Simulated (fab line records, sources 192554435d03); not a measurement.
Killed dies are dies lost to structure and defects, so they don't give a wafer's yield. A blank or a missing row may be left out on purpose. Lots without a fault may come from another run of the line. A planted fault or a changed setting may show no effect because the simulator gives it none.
A struck lot beside a sound one | flow n5_finfet | 13 steps out of a route of 1938
Sound: wafers L709.2, L709.3, L709.6. Struck: wafer L698.1. (L698.4 of the same lot was not struck and is left out.) The cause comes at the end.
At each step with rows: each side's tool, then ch and its chambers, then its first start. Under that, the readings that differ: sound wafers | struck wafers | difference of the means | sigmas: that difference in standard deviations of wafers without a fault.
alike: readings whose means differ by less than 2 such deviations, and words and numbers that are the same on both sides. not compared: withheld readings, readings that some wafer has no value for, bounds like >300 that may hide the same value, and numbers for which the record gives no deviation and whose values overlap.
The two part at a step that has a row with sigmas, a row that says differs or no value, or rows on one side only. Numbers that don't overlap but have no deviation are shown without sigmas and don't part them. A reading that every wafer of one side lacks parts them only if that side has two wafers or more.

N5_MOL_CONTACT_COAG_SPUTTER_143: material Co, target thk 2.5 nm.
  sound on pvd_sputter-02, day 9 08:41; struck on pvd_sputter-02, day 6 17:41
  alike: susceptor_temp_C, throttle_valve_pct
N5_MOL_CONTACT_COAG_CO_FILL_22: material Co, precursor CCTBA/H2, target thk 20 nm.
  sound on cvd_co-01 ch 1,2, day 9 08:49; struck on cvd_co-02 ch 0, day 6 17:49
  alike: heater_power_w, susceptor_temp_C
then, 1 step without rows for these wafers: N5_MOL_CONTACT_COAG_ANNEAL_113 (time 300 s).
N5_MOL_CONTACT_COAG_PRE_CLEAN_142: time 60 s.
  sound on pvd_sputter-03, day 9 13:22; struck on pvd_sputter-01, day 6 20:52
  alike: heater_power_w, susceptor_temp_C
N5_MOL_CONTACT_COAG_SPUTTER_130: material Co, target thk 47.5 nm.
  sound on pvd_sputter-03, day 9 13:26; struck on pvd_sputter-01, day 6 20:55
  reading              | sound             | struck | difference | sigmas
  susceptor_temp_C (C) | 25.03 25.25 25.18 | 24.83  | -0.32      | -3
  alike: throttle_valve_pct
then, 2 steps without rows for these wafers: N5_MOL_CONTACT_COAG_PRECLEAN_125 (cleans in DIW, time 57.5 s); N5_MOL_CONTACT_COAG_SRD_126 (dry time 32 s).
N5_MOL_CONTACT_COAG_CMP_23: polishes, stops on SiO2, t overpolish 1.5 s, target thk 0 nm.
  sound on cmp-01 ch 2,3, day 9 13:37; struck on cmp-02 ch 1, day 6 21:11
  alike: head_pressure_psi, motor_current_A, overpolish_run_s, slurry_filter_dp_kPa, time_to_endpoint_s
then, 2 steps without rows for these wafers: N5_MOL_CONTACT_COAG_WET_ETCH_26 (target Co, target depth 13 nm); N5_MOL_CONTACT_COAG_WET_ETCH_116 (etches the open film in SC1-inhibited, target depth 4.6 nm, rinse time 30 s).
N5_MOL_CONTACT_COAG_ALD_27: deposits SiOC, target thk 17 nm, pulse time 1.5 s, time 2720 s.
  sound on ald_sin-02 ch 1,2, day 9 14:31; struck on ald_sin-04 ch 3, day 6 21:56
  reading          | sound                | struck | difference | sigmas
  run_length_s (s) | 2769.8 2769.1 2769.3 | 3433.4 | +664.0     | +99 or more
  time_s (s)       | 2720 2720 2720       | 3383.7 | +663.7     |
  alike: heater_power_w, precursor_pulse_height_rel, susceptor_temp_C
then, 1 step without rows for these wafers: N5_MOL_CONTACT_COAG_CMP_28 (polishes, stops on SiNx, t overpolish 0.85 s, target thk 14.522 nm).
-- the record jumps here: 8 days lie between the struck wafers' starts before and after (it left off in module MOL_CONTACT_COAG and takes up again in module PASSIVATION, whose first step shown is number 1936 of the route) --
N5_PASSIVATION_PROBE_49:
  sound on prober-01, day 17 00:49; struck on prober-01, day 15 03:25
  reading             | sound    | struck | difference | sigmas
  killed_at_front_end | 15 39 37 | 62     | +32        | +3
  alike: killed_at_M0_to_M3, killed_at_M4_up, killed_at_contacts, killed_at_other, killed_dies, killed_open, killed_short

WHERE THEY PART
First at N5_MOL_CONTACT_COAG_SPUTTER_130; last, within this record, at N5_PASSIVATION_PROBE_49.

WHY: what the simulator had put in
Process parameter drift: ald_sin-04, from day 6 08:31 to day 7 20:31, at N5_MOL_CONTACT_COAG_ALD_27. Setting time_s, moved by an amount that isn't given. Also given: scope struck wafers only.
